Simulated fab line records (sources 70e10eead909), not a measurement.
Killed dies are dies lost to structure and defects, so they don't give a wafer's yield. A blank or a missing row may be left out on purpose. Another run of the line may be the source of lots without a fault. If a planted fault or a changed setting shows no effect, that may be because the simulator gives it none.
Struck lot and sound lot, side by side :: flow nand_harc :: 14 steps out of a route of 1302
Sound: these wafers, L185.1, L185.2, L185.4. The struck wafers were L200.1, L200.2, L200.5. The cause is named last.
Each step with rows lists, per side, the tool, then ch with its chambers, then its first start. Under that, the readings that differ: sound wafers :: struck wafers :: difference of the means :: sigmas: that difference in standard deviations of wafers without a fault.
alike: a reading whose means differ by less than 2 such deviations, as well as words and numbers matching on both sides. not compared: withheld readings; readings where some wafer has no value; bounds like >300 that might hide an equal value; numbers whose values overlap and for which the record gives no deviation.
The two part at a step that has a row with sigmas, a row that says differs or no value, or rows on one side only. Numbers that have no deviation but don't overlap get no sigmas and don't part them. Lack of a reading on every wafer of one side parts them only where that side has two or more wafers.

NHARC_A_SGD_CUT_ETCHBACK_24: etches the open film in CH3F/O2, target depth 50 nm, time 92.857 s.
  sound on rie_diel-09 ch 1,2,3, day 18 19:11; struck on rie_diel-04 ch 1,2, day 24 12:09
reading: showerhead_plenum_p_Torr (Torr)
sound: 2.57 2.61 2.44
struck: 2.34 2.37 2.34
difference: -0.19
sigmas: -2

reading: throttle_valve_pct (%)
sound: 20.651 20.664 20.661
struck: 20.690 20.669 20.676
difference: +0.020
sigmas: +2
  alike: drypump_motor_current_A, oes_product_au, rf_vpp_V
  not compared: rf_hours_counter_h
NHARC_A_SGD_CUT_STRIP_28: strips in O2, time 20 s.
  sound on rie_diel-09 ch 0,1,3; struck on rie_diel-04 ch 0,1,2
reading: rf_vpp_V (V)
sound: 57.1 58.8 58.7
struck: 56.3 57.3 55.7
difference: -1.8
sigmas: -2
  alike: drypump_motor_current_A, oes_product_au, showerhead_plenum_p_Torr, throttle_valve_pct
  not compared: rf_hours_counter_h
NHARC_A_SGD_CUT_INSPECT_25:
  sound: defect_inspect-02 at day 18 19:55; struck: defect_inspect-01 at day 24 12:23
  alike: raw_defect_count
NHARC_A_SLIT_DEP_25: deposits SiO2, target thk 200 nm.
  sound on pecvd-02 ch 1,2, day 18 19:59; struck on pecvd-04 ch 0,1,2, day 24 12:28
  alike: heater_power_w, throttle_valve_pct
NHARC_A_SLIT_DEP_00: deposits aC, target thk 6200 nm.
  sound on acl_dep-01 ch 0, day 18 20:19; struck on acl_dep-01 ch 0, day 24 15:46
  alike: throttle_valve_pct
NHARC_A_SLIT_DEP_23: deposits SiON, target thk 100 nm.
  sound on pecvd-02 ch 0,1, day 19 00:01; struck on pecvd-03 ch 0,2, day 24 19:31
  alike: heater_power_w
then, 6 steps without rows for these wafers: NHARC_A_SLIT_DEHYDRATE_01 (time 120 s); NHARC_A_SLIT_HMDS_02 (time 30 s); NHARC_A_SLIT_COAT_03 (resist thk 90 nm); NHARC_A_SLIT_SOFTBAKE_04 (time 55 s); NHARC_A_SLIT_EBR_05; NHARC_A_SLIT_EXPOSE_06 (exposes mask SLIT).
NHARC_A_SLIT_PEB_07: peb time 65 s.
  sound on litho_track-06 ch 0, day 19 00:37; struck on litho_track-01, day 24 20:07
  no value came back on the struck wafers for chill_plate_temp_C (C), exhaust_pa (Pa); on the sound wafers chill_plate_temp_C (C) reads 22.96 22.88 23.02
then, 1 step without rows for these wafers: NHARC_A_SLIT_DEVELOP_08 (develop time 35 s).

WHERE THEY PART
At NHARC_A_SGD_CUT_ETCHBACK_24 first; at NHARC_A_SLIT_PEB_07 last (within this record only).

WHY: what had been put in by the simulator
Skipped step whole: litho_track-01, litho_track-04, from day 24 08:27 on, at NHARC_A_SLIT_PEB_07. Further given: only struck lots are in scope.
